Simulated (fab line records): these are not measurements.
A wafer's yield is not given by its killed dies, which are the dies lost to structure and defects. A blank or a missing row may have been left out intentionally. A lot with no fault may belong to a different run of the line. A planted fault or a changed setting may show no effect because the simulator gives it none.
Chamber matching -- flow n5 finfet -- N5_BEOL_M13_DESCUM_33 on rie diel-02: 4 sister chambers
The step chemistry O2, time 7.9 s. 4 wafers are shown with their chamber, then 9 later ones without.

== WAFERS, EACH WITH ITS CHAMBER ==
wafer,chamber,showerhead plenum p Torr (Torr)
L077.3,1,2.15
L088.2,3,2.22
L088.3,0,2.07
L088.6,2,2.08

== WAFERS MISSING THEIR CHAMBER ==
wafer,showerhead plenum p Torr (Torr)
L090.1,2.08
L090.4,2.15
L090.6,2.06
L095.1,2.21
L095.3,2.07
L095.4,2.14
L096.4,2.06
L096.5,2.14
L096.6,2.07

== WHICH CHAMBER EACH ONE RAN IN ==
wafer,from the rows above,in truth
L090.1,can't be placed: 2 or 0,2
L090.4,1,1
L090.6,can't be placed: 0 or 2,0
L095.1,3,3
L095.3,can't be placed: 0 or 2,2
L095.4,1,1
L096.4,can't be placed: 0 or 2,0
L096.5,1,1
L096.6,can't be placed: 0 or 2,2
Correctly placed: 4 of 9. Can't be placed from these rows: 5 (the true chamber is among the candidates in 5). Placed wrongly: 0.
How it was worked out, from the rows above alone: a wafer's distance from a chamber is the root of the sum, over the readings, of the square of ((its reading less the chamber's mean) divided by the reading's scatter). The wafer belongs to the nearest chamber; if the next one is less than 2 further off, it can't be placed. For every chamber, the mean is computed from those of its wafers that are shown. The scatter (one wafer shown for each chamber): square how far every hidden wafer sits from the nearest shown wafer, average those squares and take the square root.
